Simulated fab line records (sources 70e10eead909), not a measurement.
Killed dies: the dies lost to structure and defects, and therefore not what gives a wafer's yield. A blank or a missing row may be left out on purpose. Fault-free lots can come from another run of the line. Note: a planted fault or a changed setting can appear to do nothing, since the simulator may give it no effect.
Which tool did it?    flow nandHarc    36 wafers from 12 lots sampled at 5 of the route's 1302 steps

## WHAT THE GAUGES READ, wafer by wafer
NHARC_END_SORT_01.
lot   measured      on         killedAtArray  killedAtOther  killedAtPeriphery  killedDies  killedOpen  killedShort
L550  day 28 10:43  prober-02  32 36 24       0 3 2          1 2 2              33 41 28    1 3 6       3 2 4

## EACH LOT AND THE TOOL THAT RAN IT (in order: tool; ch and the chambers of the sampled wafers; start)
lot   NHARC_P_GATE_EXPOSE_23             NHARC_P_GATE_ETCH_114                         NHARC_P_GATE_ETCH_32             NHARC_P_GATE_STRIP_108
L540  arfiScanner-01 ch 0, day 5 01:05   rieDiel-10 ch 0,1,3, day 5 01:55 or earlier   rieSi-03 ch 0,3, day 5 01:55     rieDiel-01 ch 0,3, day 5 02:05
L541  arfiScanner-01 ch 0, day 5 06:55   rieDiel-01 ch 0,1,3, day 5 07:43 or earlier   rieSi-04 ch 0,2,3, day 5 07:43   rieDiel-04 ch 1,2,3, day 5 07:52
L543  arfiScanner-02 ch 0, day 6 12:38   rieDiel-04 ch 0,1,3, day 6 13:27 or earlier   rieSi-04 ch 0,1,3, day 6 13:27   rieDiel-10 ch 0,2,3, day 6 13:40
L546  arfiScanner-01 ch 0, day 7 12:18   rieDiel-01 ch 2,3, day 7 13:07 or earlier     rieSi-03 ch 0,1,3, day 7 13:07   rieDiel-04 ch 0,1,3, day 7 13:17
L550  arfiScanner-01 ch 0, day 9 10:50   rieDiel-10 ch 0,2,3, day 9 11:39 or earlier   rieSi-03 ch 0,2,3, day 9 11:39   rieDiel-01 ch 1,2,3, day 9 11:48
L553  arfiScanner-03 ch 0, day 10 15:17  rieDiel-01 ch 1,2,3, day 10 16:05 or earlier  rieSi-03 ch 2,3, day 10 16:05    rieDiel-04 ch 0,2,3, day 10 16:16
L554  arfiScanner-02 ch 0, day 11 00:55  rieDiel-10 ch 0,1,2, day 11 01:42 or earlier  rieSi-05 ch 0,2,3, day 11 01:42  rieDiel-04 ch 1,2,3, day 11 01:52
L555  arfiScanner-03 ch 0, day 11 06:16  rieDiel-04 ch 0,1,2, day 11 07:02 or earlier  rieSi-03 ch 1,2,3, day 11 07:02  rieDiel-04 ch 0,1,2, day 11 07:14
L557  arfiScanner-02 ch 0, day 12 03:45  rieDiel-01 ch 0,1,2, day 12 04:33 or earlier  rieSi-05 ch 0,1, day 12 04:33    rieDiel-04 ch 0,1,3, day 12 04:44
L556  arfiScanner-03 ch 0, day 12 04:23  rieDiel-01 ch 0,1, day 12 05:11 or earlier    rieSi-03 ch 0,3, day 12 05:11    rieDiel-10 ch 2,3, day 12 05:21
L558  arfiScanner-03 ch 0, day 12 18:13  rieDiel-10 ch 0,1, day 12 18:59 or earlier    rieSi-03 ch 1,2,3, day 12 18:59  rieDiel-04 ch 0,1,2, day 12 19:10
L560  arfiScanner-02 ch 0, day 13 11:13  rieDiel-10 ch 0,1,3, day 13 12:04 or earlier  rieSi-03 ch 0,1, day 13 12:04    rieDiel-04 ch 0,2,3, day 13 12:16
- NHARC_P_GATE_EXPOSE_23: exposes mask P GATE, target cd 120 nm.
- NHARC_P_GATE_ETCH_114: etches the open film in CF4/O2, target depth 30 nm, overetch 3 nm, time 16.5 s.
- NHARC_P_GATE_ETCH_32: etches the open film in HBr/Cl2, target depth 150 nm, time 100.1 s.
- NHARC_P_GATE_STRIP_108: strips in O2.

## WHAT THE TOOLS THEMSELVES READ (means of the sampled wafers that have a number; where no wafer has one, the mark that the record gives instead)
NHARC_P_GATE_EXPOSE_23.
lot   tool            exposureDoseMJCm2
L540  arfiScanner-01  93.83
L541  arfiScanner-01  93.81
L543  arfiScanner-02  93.89
L546  arfiScanner-01  95.54
L550  arfiScanner-01  95.58
L553  arfiScanner-03  93.94
L554  arfiScanner-02  93.79
L555  arfiScanner-03  93.88
L557  arfiScanner-02  93.98
L556  arfiScanner-03  93.86
L558  arfiScanner-03  93.90
L560  arfiScanner-02  93.93

NHARC_P_GATE_ETCH_114.
lot   tool        drypumpMotorCurrentA (A)  oesProductAu (a.u.)  rfVppV (V)  showerheadPlenumPTorr (Torr)  throttleValvePct (%)
L540  rieDiel-10  5.9                       1.001                198.0       1.32                          13.410
L541  rieDiel-01  6.0                       0.990                197.3       1.32                          13.397
L543  rieDiel-04  5.7                       1.008                199.1       1.39                          13.397
L546  rieDiel-01  5.8                       0.998                197.6       1.32                          13.394
L550  rieDiel-10  5.7                       1.005                198.2       1.34                          13.399
L553  rieDiel-01  5.9                       1.001                198.0       1.31                          13.395
L554  rieDiel-10  5.8                       0.989                196.9       1.31                          13.398
L555  rieDiel-04  5.4                       0.998                198.4       1.38                          13.396
L557  rieDiel-01  5.9                       1.000                197.4       1.32                          13.408
L556  rieDiel-01  6.2                       0.997                196.9       1.31                          13.395
L558  rieDiel-10  6.1                       1.006                196.4       1.30                          13.403
L560  rieDiel-10  5.9                       1.004                197.4       1.32                          13.402

NHARC_P_GATE_ETCH_32.
lot   tool      drypumpMotorCurrentA (A)  oesProductAu (a.u.)  throttleValvePct (%)
L540  rieSi-03  5.4                       1.007                26.401
L541  rieSi-04  5.8                       0.989                26.404
L543  rieSi-04  5.7                       1.001                26.400
L546  rieSi-03  5.5                       1.005                26.402
L550  rieSi-03  5.6                       1.009                26.394
L553  rieSi-03  5.9                       1.008                26.402
L554  rieSi-05  5.7                       1.003                26.398
L555  rieSi-03  5.7                       0.999                26.402
L557  rieSi-05  5.6                       0.992                26.411
L556  rieSi-03  5.4                       1.005                26.409
L558  rieSi-03  5.7                       1.015                26.406
L560  rieSi-03  5.0                       0.997                26.404

NHARC_P_GATE_STRIP_108.
lot   tool        drypumpMotorCurrentA (A)  oesProductAu (a.u.)  rfVppV (V)  showerheadPlenumPTorr (Torr)  throttleValvePct (%)
L540  rieDiel-01  6.0                       0.997                58.2        3.54                          17.034
L541  rieDiel-04  5.6                       1.009                58.7        3.67                          17.031
L543  rieDiel-10  5.8                       1.007                58.1        3.55                          17.027
L546  rieDiel-04  5.7                       1.011                57.6        3.67                          17.032
L550  rieDiel-01  5.9                       1.002                57.4        3.46                          17.040
L553  rieDiel-04  5.5                       1.002                58.7        3.72                          17.046
L554  rieDiel-04  5.6                       1.000                58.4        3.67                          17.037
L555  rieDiel-04  5.4                       1.002                57.4        3.64                          17.033
L557  rieDiel-04  5.7                       0.998                58.7        3.67                          17.035
L556  rieDiel-10  5.6                       0.993                58.3        3.59                          17.034
L558  rieDiel-04  5.4                       0.992                58.7        3.64                          17.033
L560  rieDiel-04  5.5                       1.000                57.8        3.72                          17.035

## THE ANSWER, worked out from the rows above alone
Rule: the usual values come from the lots themselves. The widest of any qualifying gaps counts: lots, ordered by their means at a reading, are off when they make up no more than a third of the lots, leave a main group of 4 or more, and stand apart from it by 3 or more times the standard deviation of that group's means. A main group whose means are all the same, to the digits that the tables above print for the reading, isn't used. A lot without any number at a reading at which 4 lots or more have one is off too. All remaining lots with rows at the step are treated as sound. First the gauges in route order, then the tools' own readings, where a lot's mean is used as printed above. The first step at which some lot is off is used, and at that step the reading that is off furthest; a lot without a number counts as furthest.
Off, at NHARC_P_GATE_EXPOSE_23 on exposureDoseMJCm2: L546, L550. The main group has a mean of 93.88 with a standard deviation of 0.057.
A tool fits if, at that step or a process step before it, it ran every lot that is off, and no sound lot after the first of them. One fits: NHARC_P_GATE_EXPOSE_23 on arfiScanner-01. Its last sound lot is L541 (day 5 06:55), its first lot that is off L546 (day 7 12:18): a fault that began between those two fits.
The tool's own readings at NHARC_P_GATE_EXPOSE_23 bear it out: on the lots that are off they differ by more than 5 times the standard deviation of the sound lots' means. exposureDoseMJCm2 reads 95.56 there against 93.88 on the sound lots.

## WHAT THE SIMULATOR HAD INSERTED
Process parameter drift: arfiScanner-01, from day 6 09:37 on, at NHARC_P_GATE_EXPOSE_23. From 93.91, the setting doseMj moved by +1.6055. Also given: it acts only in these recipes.
Lots struck among those shown: L550, L546. Same finding as the rule above.
